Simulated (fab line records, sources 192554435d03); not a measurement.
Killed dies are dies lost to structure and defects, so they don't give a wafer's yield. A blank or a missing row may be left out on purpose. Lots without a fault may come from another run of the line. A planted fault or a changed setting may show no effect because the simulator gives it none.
Chamber matching | flow n5_finfet | N5_BEOL_M9_ETCH_76 on rie_diel-05: 4 sister chambers
The step etches underlayer in N2/H2, target depth 6.5 nm, time 5.2 s. 8 wafers are shown with their chamber, then 10 later ones without.

WAFERS WITH THEIR CHAMBER
wafer  | chamber | drypump_motor_current_A (A) | showerhead_plenum_p_Torr (Torr)
L080.2 | 0       | 6.1                         | 2.61
L087.4 | 3       | 5.8                         | 2.59
L086.5 | 1       | 6.0                         | 2.52
L090.1 | 1       | 6.0                         | 2.51
L090.2 | 3       | 5.8                         | 2.58
L090.3 | 0       | 6.1                         | 2.60
L090.4 | 2       | 5.0                         | 2.39
L090.5 | 2       | 5.1                         | 2.39

WAFERS WITHOUT THEIR CHAMBER
wafer  | drypump_motor_current_A (A) | showerhead_plenum_p_Torr (Torr)
L090.6 | 5.8                         | 2.58
L088.3 | 5.0                         | 2.39
L088.5 | 6.0                         | 2.51
L088.6 | 6.1                         | 2.60
L092.2 | 6.0                         | 2.51
L092.3 | 5.8                         | 2.58
L092.6 | 6.1                         | 2.60
L097.1 | 6.0                         | 2.51
L097.3 | 5.8                         | 2.58
L097.4 | 5.0                         | 2.39

WHICH CHAMBER EACH WENT THROUGH
wafer  | from the rows above | in truth
L090.6 | 3                   | 3
L088.3 | 2                   | 2
L088.5 | 1                   | 1
L088.6 | 0                   | 0
L092.2 | 1                   | 1
L092.3 | 3                   | 3
L092.6 | 0                   | 0
L097.1 | 1                   | 1
L097.3 | 3                   | 3
L097.4 | 2                   | 2
Placed correctly: 10 of 10. Can't be placed from these rows: 0. Placed wrongly: 0.
How it was worked out, from the rows above alone: a wafer's distance from a chamber is the root of the sum, over the readings, of the square of ((its reading less the chamber's mean) divided by the reading's scatter). The wafer belongs to the nearest chamber; if the next one is less than 2 further off, it can't be placed. A chamber's mean is the mean of its shown wafers. The scatter: the root of (the sum of the squares of (reading less its chamber's mean) over the shown wafers, divided by (wafers less chambers)).
